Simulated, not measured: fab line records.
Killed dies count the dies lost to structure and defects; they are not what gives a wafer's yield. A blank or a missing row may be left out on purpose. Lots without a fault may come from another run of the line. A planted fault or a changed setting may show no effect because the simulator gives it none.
Matching of chambers	flow nand harc	4 sister chambers for NHARC_P_M2_DESCUM_14 on rie diel-13
The step chemistry O2, time 3 s. 18 wafers are shown with their chamber, then 9 later ones without.

## WAFERS PAIRED WITH THEIR CHAMBERS
wafer	chamber	showerhead plenum p Torr (Torr)	drypump motor current A (A)	rf vpp V (V)
L310.2	3	1.99	5.9	57.3
L310.3	0	2.06	5.1	58.3
L310.6	2	2.03	5.3	58.6
L311.4	0	2.06	5.1	58.3
L311.5	3	1.99	5.9	58.3
L311.6	1	1.86	6.0	57.6
L313.2	1	1.85	6.1	58.1
L313.4	0	2.06	5.1	57.5
L313.5	1	1.85	6.1	57.4
L317.2	2	2.03	5.4	58.0
L317.3	0	2.06	5.1	58.4
L317.4	3	1.99	5.9	57.0
L322.3	3	1.99	5.9	59.7
L322.5	2	2.03	5.4	58.5
L322.6	3	1.99	5.9	58.0
L324.2	1	1.85	6.0	57.4
L324.3	3	1.99	5.9	57.8
L324.6	1	1.85	6.0	58.4

SIGNATURES (means of the wafers above)
reading	chamber 0	chamber 1	chamber 2	chamber 3	scatter within a chamber
showerhead plenum p Torr	2.0600	1.8520	2.0300	1.9900	0.00239
drypump motor current A	5.100	6.040	5.367	5.900	0.0365
rf vpp V	58.125	57.780	58.367	58.017	0.657
Rule: distance of a wafer from a chamber = root of the sum over the readings of ((wafer's reading minus chamber's mean) / reading's scatter) squared. If the next closest chamber is less than 2 further off than the closest, the wafer can't be placed; otherwise it belongs to the closest. The scatter: take each reading less its chamber's mean, square it, sum over the shown wafers, divide by the number of wafers less the number of chambers, and take the root.

## WAFERS WITH NO CHAMBER GIVEN
wafer	showerhead plenum p Torr (Torr)	drypump motor current A (A)	rf vpp V (V)
L323.1	2.03	5.4	57.7
L323.5	2.06	5.1	59.7
L323.6	1.99	5.9	58.1
L327.2	2.06	5.1	58.0
L327.4	1.85	6.0	58.4
L327.5	2.06	5.1	58.6
L333.1	2.03	5.4	57.4
L333.3	1.99	5.9	56.6
L333.4	2.06	5.1	58.7

## EACH ONE'S CHAMBER
wafer	from the rows above	in truth
L323.1	2	2
L323.5	0	0
L323.6	3	3
L327.2	0	0
L327.4	1	1
L327.5	0	0
L333.1	2	2
L333.3	3	3
L333.4	0	0
Correctly placed: 9 of 9. Number that these rows cannot place: 0. Number placed wrongly: 0.
